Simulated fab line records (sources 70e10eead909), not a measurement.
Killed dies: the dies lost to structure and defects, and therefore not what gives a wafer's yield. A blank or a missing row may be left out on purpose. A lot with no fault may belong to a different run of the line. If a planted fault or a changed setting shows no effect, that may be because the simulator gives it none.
fab line records ; flow nandHarc
record lots=6; wafers=18; lastDay=31
route steps=1302 shown A_ONON_D2@552 END@1302
lots with no fault: from the same line, run without faults
startH: hours from the record's opening day to when the first of the lot's shown wafers began ; waitH: time in hours since the lot's previous step ; " same as the row above ; L1.1+2: a single row standing in for several wafers ; - either no value or no given start ; * or withheld: withheld ; < > ~ a bound
route shown NAME@n: NAME is a module with steps in the file, n the number in the route of the first one ; usual: mean/standard deviation of fault-free wafers ; same: alike in all rows ; chamber/n: place in a boat ; sites: the reading at each site ; _std_site: the standard deviation of these ; _edge_site: the outer-site mean with the inner-site mean subtracted ; radiusMm: how far each site lies from the wafer's centre ; mask NAME#n: copy n ; behind: tool/chamber where the wafer was last shaped ; hold: why the lot went on hold/how many hours it stayed there/how the hold came to an end ; device: names the non-switching transistor (n, p or np) ; end of line: at the end of the route, the tests of the same wafers ; where a step has no rows: the recipe by itself ; killed: count of dies lost to structure and defects at first sort (not the wafer's yield) ; map: shows each die of a wafer: x if killed, . if not, _ if none is there
set.NAME: the setting that was run; set.NAME@STEP: the one run at that earlier step ; model.NAME: the simulator's own value behind a step, which no gauge read
a table for each step, a row for each wafer; lots at some steps of the route
services: from which hour (startH, from the record's first day; less than 0 if before it) a tool's chamber was out of use, for how many hours, and why
## steps
# step NHARC_A_ONON_D2_THK_MEAS_11
# recipe thkMeasGauge=ellipsometry
# usual thkNm=1003/9.6
lot.wafer;tool;chamber;startH;waitH;thkNm
L919.1;filmMetro-02;-;291.68;-;1001
L919.3;filmMetro-02;-;291.68;-;1000
L919.4;filmMetro-02;-;291.68;-;1002
L923.1;filmMetro-01;-;322.86;-;1017
L923.3;filmMetro-01;-;322.86;-;1018
L923.6;filmMetro-01;-;322.86;-;1019
L925.1;filmMetro-02;-;340.97;-;1011
L925.3;filmMetro-02;-;340.97;-;1010
L925.4;filmMetro-02;-;340.97;-;1009
L924.1;filmMetro-01;-;340.97;-;1012
L924.2;filmMetro-01;-;340.97;-;1012
L924.3;filmMetro-01;-;340.97;-;1012
L931.2;filmMetro-01;-;402.70;-;988
L931.3;filmMetro-01;-;402.70;-;989
L931.4;filmMetro-01;-;402.70;-;991
L935.4;filmMetro-01;-;454.25;-;996
L935.5;filmMetro-01;-;454.25;-;998
L935.6;filmMetro-01;-;454.25;-;996
# step NHARC_A_ONON_D2_DEP_12
# recipe targetThkA=10000; n2FlowSccm=2750; n2oFlowSccm=2000; nh3FlowSccm=500; sih4FlowSccm=210; tempC=400
# step NHARC_A_ONON_D2_THK_MEAS_14
# recipe thkMeasGauge=ellipsometry
# usual thkNm=1002/9.8
lot.wafer;tool;chamber;startH;waitH;thkNm
L919.1;filmMetro-02;-;292.25;-;996
L919.3;filmMetro-02;-;292.25;-;994
L919.4;filmMetro-02;-;292.25;-;996
L923.1;filmMetro-02;-;323.42;-;1003
L923.3;filmMetro-02;-;323.42;-;1002
L923.6;filmMetro-02;-;323.42;-;1001
L925.1;filmMetro-02;-;341.54;-;995
L925.3;filmMetro-02;-;341.54;-;993
L925.4;filmMetro-02;-;341.54;-;993
L924.1;filmMetro-01;-;341.56;-;1007
L924.2;filmMetro-01;-;341.56;-;1008
L924.3;filmMetro-01;-;341.56;-;1009
L931.2;filmMetro-01;-;403.26;-;1006
L931.3;filmMetro-01;-;403.26;-;1007
L931.4;filmMetro-01;-;403.26;-;1009
L935.4;filmMetro-01;-;454.81;-;1019
L935.5;filmMetro-01;-;454.81;-;1020
L935.6;filmMetro-01;-;454.81;-;1020
# step NHARC_A_ONON_D2_ANNEAL_15
# recipe tempC=750; timeS=3600
# step NHARC_A_ONON_D2_DEP_16
# recipe targetThkA=10000; n2FlowSccm=2750; n2oFlowSccm=2000; nh3FlowSccm=500; sih4FlowSccm=210; tempC=400
# step NHARC_A_ONON_D2_THK_MEAS_18
# recipe thkMeasGauge=ellipsometry
# usual thkNm=1000/9.9
lot.wafer;tool;chamber;startH;waitH;thkNm
L919.1;filmMetro-02;-;300.62;-;1012
L919.3;filmMetro-02;-;300.62;-;1012
L919.4;filmMetro-02;-;300.62;-;1014
L923.1;filmMetro-01;-;331.13;-;997
L923.3;filmMetro-01;-;331.13;-;996
L923.6;filmMetro-01;-;331.13;-;995
L924.1;filmMetro-02;-;349.56;-;1003
L924.2;filmMetro-02;-;349.56;-;1007
L924.3;filmMetro-02;-;349.56;-;1004
L925.1;filmMetro-01;-;349.57;-;990
L925.3;filmMetro-01;-;349.57;-;992
L925.4;filmMetro-01;-;349.57;-;991
L931.2;filmMetro-01;-;413.46;-;1000
L931.3;filmMetro-01;-;413.46;-;1001
L931.4;filmMetro-01;-;413.46;-;1001
L935.4;filmMetro-01;-;463.31;-;1008
L935.5;filmMetro-01;-;463.31;-;1008
L935.6;filmMetro-01;-;463.31;-;1009
# step NHARC_A_ONON_D2_DEP_19
# recipe targetThkA=10000; n2FlowSccm=2750; n2oFlowSccm=2000; nh3FlowSccm=500; sih4FlowSccm=210; tempC=400
# step NHARC_A_ONON_D2_THK_MEAS_21
# recipe thkMeasGauge=ellipsometry
# usual thkNm=1000/10
lot.wafer;tool;chamber;startH;waitH;thkNm
L919.1;filmMetro-01;-;301.18;-;988
L919.3;filmMetro-01;-;301.18;-;989
L919.4;filmMetro-01;-;301.18;-;988
L923.1;filmMetro-01;-;331.70;-;1016
L923.3;filmMetro-01;-;331.70;-;1019
L923.6;filmMetro-01;-;331.70;-;1015
L924.1;filmMetro-01;-;350.13;-;993
L924.2;filmMetro-01;-;350.13;-;993
L924.3;filmMetro-01;-;350.13;-;991
L925.1;filmMetro-02;-;350.14;-;1001
L925.3;filmMetro-02;-;350.14;-;1001
L925.4;filmMetro-02;-;350.14;-;999
L931.2;filmMetro-01;-;414.02;-;997
L931.3;filmMetro-01;-;414.02;-;996
L931.4;filmMetro-01;-;414.02;-;996
L935.4;filmMetro-01;-;463.88;-;987
L935.5;filmMetro-01;-;463.88;-;986
L935.6;filmMetro-01;-;463.88;-;988
# step NHARC_A_ONON_D2_DEP_22
# recipe targetThkA=10000; n2FlowSccm=2750; n2oFlowSccm=2000; nh3FlowSccm=500; sih4FlowSccm=210; tempC=400
# step NHARC_A_ONON_D2_THK_MEAS_24
# recipe thkMeasGauge=ellipsometry
# usual thkNm=999/9.7
lot.wafer;tool;chamber;startH;waitH;thkNm
L919.1;filmMetro-01;-;301.75;-;991
L919.3;filmMetro-01;-;301.75;-;991
L919.4;filmMetro-01;-;301.75;-;991
L923.1;filmMetro-02;-;332.27;-;1006
L923.3;filmMetro-02;-;332.27;-;1005
L923.6;filmMetro-02;-;332.27;-;1006
L924.1;filmMetro-02;-;350.70;-;1004
L924.2;filmMetro-02;-;350.70;-;1006
L924.3;filmMetro-02;-;350.70;-;1005
L925.1;filmMetro-02;-;350.71;-;1007
L925.3;filmMetro-02;-;350.71;-;1008
L925.4;filmMetro-02;-;350.71;-;1008
L931.2;filmMetro-02;-;414.59;-;997
L931.3;filmMetro-02;-;414.59;-;997
L931.4;filmMetro-02;-;414.59;-;996
L935.4;filmMetro-01;-;464.45;-;1000
L935.5;filmMetro-01;-;464.45;-;999
L935.6;filmMetro-01;-;464.45;-;1000
# step NHARC_A_ONON_D2_DEP_25
# recipe targetThkA=10000; n2FlowSccm=2750; n2oFlowSccm=2000; nh3FlowSccm=500; sih4FlowSccm=210; tempC=400
# step NHARC_A_ONON_D2_THK_MEAS_27
# recipe thkMeasGauge=ellipsometry
# usual thkNm=999/12
lot.wafer;tool;chamber;startH;waitH;thkNm
L919.1;filmMetro-02;-;302.31;-;997
L919.3;filmMetro-02;-;302.31;-;999
L919.4;filmMetro-02;-;302.31;-;999
L923.1;filmMetro-02;-;332.83;-;992
L923.3;filmMetro-02;-;332.83;-;992
L923.6;filmMetro-02;-;332.83;-;993
L924.1;filmMetro-01;-;351.27;-;999
L924.2;filmMetro-01;-;351.27;-;998
L924.3;filmMetro-01;-;351.27;-;998
L925.1;filmMetro-02;-;351.28;-;1003
L925.3;filmMetro-02;-;351.28;-;1003
L925.4;filmMetro-02;-;351.28;-;1003
L931.2;filmMetro-01;-;415.16;-;982
L931.3;filmMetro-01;-;415.16;-;982
L931.4;filmMetro-01;-;415.16;-;983
L935.4;filmMetro-02;-;465.01;-;972
L935.5;filmMetro-02;-;465.01;-;974
L935.6;filmMetro-02;-;465.01;-;973
# step NHARC_A_ONON_D2_DEP_28
# recipe targetThkA=10000; n2FlowSccm=2750; n2oFlowSccm=2000; nh3FlowSccm=500; sih4FlowSccm=210; tempC=400
lot.wafer;tool;chamber;startH;waitH
L919.1+3+4;pecvdOnon-03;0;302.37;0.1
L923.1+3+6;pecvdOnon-03;0;332.89;0.1
L924.1+2+3;pecvdOnon-02;0;351.32;0.1
L925.1+3+4;pecvdOnon-03;0;351.34;0.1
L931.2+3+4;pecvdOnon-02;0;415.28;0.1
L935.4+5+6;pecvdOnon-02;0;465.24;0.2
# step NHARC_A_ONON_D2_THK_MEAS_30
# recipe thkMeasGauge=ellipsometry
# usual thkNm=1005/9.3
lot.wafer;tool;chamber;startH;waitH;thkNm
L919.1;filmMetro-01;-;302.88;-;994
L919.3;filmMetro-01;-;302.88;-;994
L919.4;filmMetro-01;-;302.88;-;995
L923.1;filmMetro-02;-;333.40;-;1082
L923.3;filmMetro-02;-;333.40;-;1083
L923.6;filmMetro-02;-;333.40;-;1082
L924.1;filmMetro-02;-;351.84;-;1001
L924.2;filmMetro-02;-;351.84;-;1000
L924.3;filmMetro-02;-;351.84;-;1002
L925.1;filmMetro-01;-;351.85;-;1107
L925.3;filmMetro-01;-;351.85;-;1106
L925.4;filmMetro-01;-;351.85;-;1109
L931.2;filmMetro-01;-;415.73;-;998
L931.3;filmMetro-01;-;415.73;-;1000
L931.4;filmMetro-01;-;415.73;-;998
L935.4;filmMetro-02;-;465.58;-;1021
L935.5;filmMetro-02;-;465.58;-;1025
L935.6;filmMetro-02;-;465.58;-;1023
# step NHARC_A_ONON_D2_DEP_33
# recipe targetThkA=2000; tempC=400; pressureTorr=6.5; rfW=900; teosFlowSccm=161.4; flowSccm=2650; targetThkNm=200; gas=O2; material=SiO2
# usual heaterPowerOuterW=296/64; heaterPowerW=546/98; throttleValvePct=15.8/0.53
lot.wafer;tool;chamber;startH;waitH;heaterPowerOuterW;heaterPowerW;throttleValvePct
L919.1;pecvd-01;2;302.94;0.1;329;544;16.7
L919.3;pecvd-01;0;302.94;0.1;325;623;15.6
L919.4;pecvd-01;1;302.94;0.1;266;528;15.9
L923.3;pecvd-03;2;333.46;0.1;303;621;15.9
L923.1;pecvd-03;0;333.46;0.1;279;472;15.9
L923.6;pecvd-03;2;333.46;0.1;304;628;15.6
L924.2;pecvd-04;0;351.89;0.1;336;594;15.9
L924.1;pecvd-04;1;351.89;0.1;185;429;14.5
L924.3;pecvd-04;2;351.89;0.1;226;437;16.1
L925.3;pecvd-03;0;351.95;0.1;290;490;16.0
L925.1;pecvd-03;1;351.95;0.1;360;573;16.0
L925.4;pecvd-03;0;351.95;0.1;299;481;15.9
L931.2;pecvd-01;2;415.83;0.1;385;635;16.6
L931.3;pecvd-01;0;415.83;0.1;386;683;15.5
L931.4;pecvd-01;1;415.83;0.1;285;583;16.2
L935.5;pecvd-04;2;465.82;0.2;236;462;16.8
L935.6;pecvd-04;0;465.82;0.2;324;580;15.2
L935.4;pecvd-04;1;465.82;0.2;179;402;15.0
# step NHARC_END_SORT_01
# recipe tempC=25
# usual killedAtArray=57/18; killedAtOther=0.8/1; killedAtPeriphery=3.9/2.8; killedDies=62/18; killedOpen=3.4/1.8; killedShort=2.2/1.6
# same grossDies=677
lot.wafer;tool;chamber;startH;waitH;killedAtArray;killedAtOther;killedAtPeriphery;killedDies;killedOpen;killedShort
L925.1;prober-01;0;622.44;2.5;675;0;2;677;5;0
L925.3;prober-01;0;624.02;3.1;671;1;5;677;3;2
L925.4;prober-01;0;624.81;3.4;671;2;4;677;4;1
L923.1;prober-02;0;622.50;2.5;668;1;8;677;4;3
L923.3;prober-02;0;624.08;3.1;673;0;4;677;2;2
L923.6;prober-02;0;626.45;3.9;668;1;8;677;4;2
# killed by level:class
L925.1 A_ONON_D2:areaDep=642 A_SLIT:chamberFilmFlake=19 A_CHANNEL_HOLE_D2:chamberFilmFlake=4 A_CHANNEL_HOLE_D1:chamberFilmFlake=3 P_STI:geometricParticle:open=1 A_CHANNEL_FILL_D1:geometricParticle:open=1 A_DECK1_JOINT:geometricParticle:open=1 A_CHANNEL_HOLE_D2:geometricParticle:open=1
L923.1 A_ONON_D2:areaDep=583 A_CHANNEL_HOLE_D1:chamberFilmFlake=34 A_SLIT:chamberFilmFlake=26 A_CHANNEL_HOLE_D2:chamberFilmFlake=6 P_STI:chamberFilmFlake=3 A_STAIRCASE:chamberFilmFlake=3 A_CONTACT:chamberFilmFlake=3 P_ZERO_WELL:chamberFilmFlake=2
L925.3 A_ONON_D2:areaDep=623 A_SLIT:chamberFilmFlake=29 A_CHANNEL_HOLE_D2:chamberFilmFlake=9 A_DECK1_JOINT:geometricParticle:open=2 A_CHANNEL_HOLE_D1:chamberFilmFlake=2 A_CONTACT:chamberFilmFlake=2 P_CONTACT:geometricParticle:short=1 P_CONTACT:geometricParticle:open=1
L923.3 A_ONON_D2:areaDep=596 A_CHANNEL_HOLE_D1:chamberFilmFlake=30 A_SLIT:chamberFilmFlake=19 A_CHANNEL_HOLE_D2:chamberFilmFlake=10 A_STAIRCASE:chamberFilmFlake=7 A_DECK1_JOINT:chamberFilmFlake=4 A_CONTACT:chamberFilmFlake=2 P_GATE:geometricParticle:open=1
L925.4 A_ONON_D2:areaDep=643 A_SLIT:chamberFilmFlake=13 A_CHANNEL_HOLE_D2:chamberFilmFlake=8 A_CHANNEL_HOLE_D1:chamberFilmFlake=3 THIN_TSV:chamberFilmFlake=2 P_GATE:geometricParticle:open=1 P_CONTACT:geometricParticle:short=1 A_CHANNEL_FILL_D2:geometricParticle:open=1
L923.6 A_ONON_D2:areaDep=597 A_CHANNEL_HOLE_D1:chamberFilmFlake=28 A_SLIT:chamberFilmFlake=17 A_STAIRCASE:chamberFilmFlake=8 P_GATE:chamberFilmFlake=5 A_CHANNEL_HOLE_D2:chamberFilmFlake=5 A_ZERO_WELL:chamberFilmFlake=2 A_CONTACT:chamberFilmFlake=2
# map L923.1 (x killed, . not)
____________x____________
_________xxxxxxx_________
_______xxxxxxxxxxx_______
______xxxxxxxxxxxxx______
_____xxxxxxxxxxxxxxx_____
____xxxxxxxxxxxxxxxxx____
____xxxxxxxxxxxxxxxxx____
___xxxxxxxxxxxxxxxxxxx___
___xxxxxxxxxxxxxxxxxxx___
__xxxxxxxxxxxxxxxxxxxxx__
__xxxxxxxxxxxxxxxxxxxxx__
_xxxxxxxxxxxxxxxxxxxxxxx_
_xxxxxxxxxxxxxxxxxxxxxxx_
_xxxxxxxxxxxxxxxxxxxxxxx_
_xxxxxxxxxxxxxxxxxxxxxxx_
_xxxxxxxxxxxxxxxxxxxxxxx_
xxxxxxxxxxxxxxxxxxxxxxxxx
xxxxxxxxxxxxxxxxxxxxxxxxx
xxxxxxxxxxxxxxxxxxxxxxxxx
xxxxxxxxxxxxxxxxxxxxxxxxx
xxxxxxxxxxxxxxxxxxxxxxxxx
_xxxxxxxxxxxxxxxxxxxxxxx_
_xxxxxxxxxxxxxxxxxxxxxxx_
_xxxxxxxxxxxxxxxxxxxxxxx_
_xxxxxxxxxxxxxxxxxxxxxxx_
_xxxxxxxxxxxxxxxxxxxxxxx_
__xxxxxxxxxxxxxxxxxxxxx__
__xxxxxxxxxxxxxxxxxxxxx__
___xxxxxxxxxxxxxxxxxxx___
___xxxxxxxxxxxxxxxxxxx___
____xxxxxxxxxxxxxxxxx____
____xxxxxxxxxxxxxxxxx____
_____xxxxxxxxxxxxxxx_____
______xxxxxxxxxxxxx______
_______xxxxxxxxxxx_______
_________xxxxxxx_________
____________x____________
# map L925.1 (x killed, . not)
____________x____________
_________xxxxxxx_________
_______xxxxxxxxxxx_______
______xxxxxxxxxxxxx______
_____xxxxxxxxxxxxxxx_____
____xxxxxxxxxxxxxxxxx____
____xxxxxxxxxxxxxxxxx____
___xxxxxxxxxxxxxxxxxxx___
___xxxxxxxxxxxxxxxxxxx___
__xxxxxxxxxxxxxxxxxxxxx__
__xxxxxxxxxxxxxxxxxxxxx__
_xxxxxxxxxxxxxxxxxxxxxxx_
_xxxxxxxxxxxxxxxxxxxxxxx_
_xxxxxxxxxxxxxxxxxxxxxxx_
_xxxxxxxxxxxxxxxxxxxxxxx_
_xxxxxxxxxxxxxxxxxxxxxxx_
xxxxxxxxxxxxxxxxxxxxxxxxx
xxxxxxxxxxxxxxxxxxxxxxxxx
xxxxxxxxxxxxxxxxxxxxxxxxx
xxxxxxxxxxxxxxxxxxxxxxxxx
xxxxxxxxxxxxxxxxxxxxxxxxx
_xxxxxxxxxxxxxxxxxxxxxxx_
_xxxxxxxxxxxxxxxxxxxxxxx_
_xxxxxxxxxxxxxxxxxxxxxxx_
_xxxxxxxxxxxxxxxxxxxxxxx_
_xxxxxxxxxxxxxxxxxxxxxxx_
__xxxxxxxxxxxxxxxxxxxxx__
__xxxxxxxxxxxxxxxxxxxxx__
___xxxxxxxxxxxxxxxxxxx___
___xxxxxxxxxxxxxxxxxxx___
____xxxxxxxxxxxxxxxxx____
____xxxxxxxxxxxxxxxxx____
_____xxxxxxxxxxxxxxx_____
______xxxxxxxxxxxxx______
_______xxxxxxxxxxx_______
_________xxxxxxx_________
____________x____________
## services
tool;chamber;startH;hours;kind
pecvd-04;0;282.22;-;clean
pecvd-04;1;282.22;-;clean
pecvd-04;2;282.22;-;clean
pecvd-01;-;308.66;0.9;repair
pecvd-01;-;311.45;13.0;pm
pecvd-01;0;311.45;13.0;ventCycle
pecvd-01;1;311.45;13.0;ventCycle
pecvd-01;2;311.45;13.0;ventCycle
pecvd-01;0;324.45;-;clean
pecvd-01;1;324.45;-;clean
pecvd-01;2;324.45;-;clean
pecvd-01;2;344.35;11.9;repair
pecvdOnon-02;-;366.00;13.0;pm
pecvd-03;-;366.37;13.0;pm
pecvd-03;0;366.37;13.0;ventCycle
pecvd-03;1;366.37;13.0;ventCycle
pecvd-03;2;366.37;13.0;ventCycle
pecvd-03;0;379.37;-;clean
pecvd-03;1;379.37;-;clean
pecvd-04;-;383.17;1.3;repair
pecvdOnon-03;-;393.57;2.8;repair
pecvdOnon-03;-;408.00;13.0;pm
pecvd-04;0;424.12;5.8;repair
pecvd-04;-;450.22;13.0;pm
## key
firstSign step=NHARC_A_ONON_D2_THK_MEAS_30; reading=thkNm; direction=up; sigmas=9.7; usual=1005; struck=1095
effect step=NHARC_END_SORT_01; reading=killedDies; direction=up; sigmas=34; usual=62; struck=677
moreKillsBornAt NHARC_A_ONON_D2_DEP_28@pecvdOnon-03=3684
metAt NHARC_A_ONON_D2_DEP_28
struckWafers L923.1,L923.3,L923.6,L925.1,L925.3,L925.4
laterRowsLeftOut L923.1,L923.3,L923.6,L925.1,L925.3,L925.4
testerLeftOut L923,L925
onsetBetween 302.37 332.89
fault kind=processParameterDrift; tool=pecvdOnon-03; chamber=-; onsetH=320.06; steps=NHARC_A_ONON_D2_DEP_28; channel=targetThkA; offset=*; shape=step; endH=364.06; actsIn=*; stated=*
# testerLeftOut: of these lots the tester's yield and bins aren't shown, on N5 and GAA mostly nor the transistor test; their killed dies are dies lost to structure and defects alone, not to doping, threshold or leakage, so they don't give the yield
# laterRowsLeftOut: the simulator's readings of these wafers behind a module that went badly wrong aren't trusted and aren't shown, but for the sort
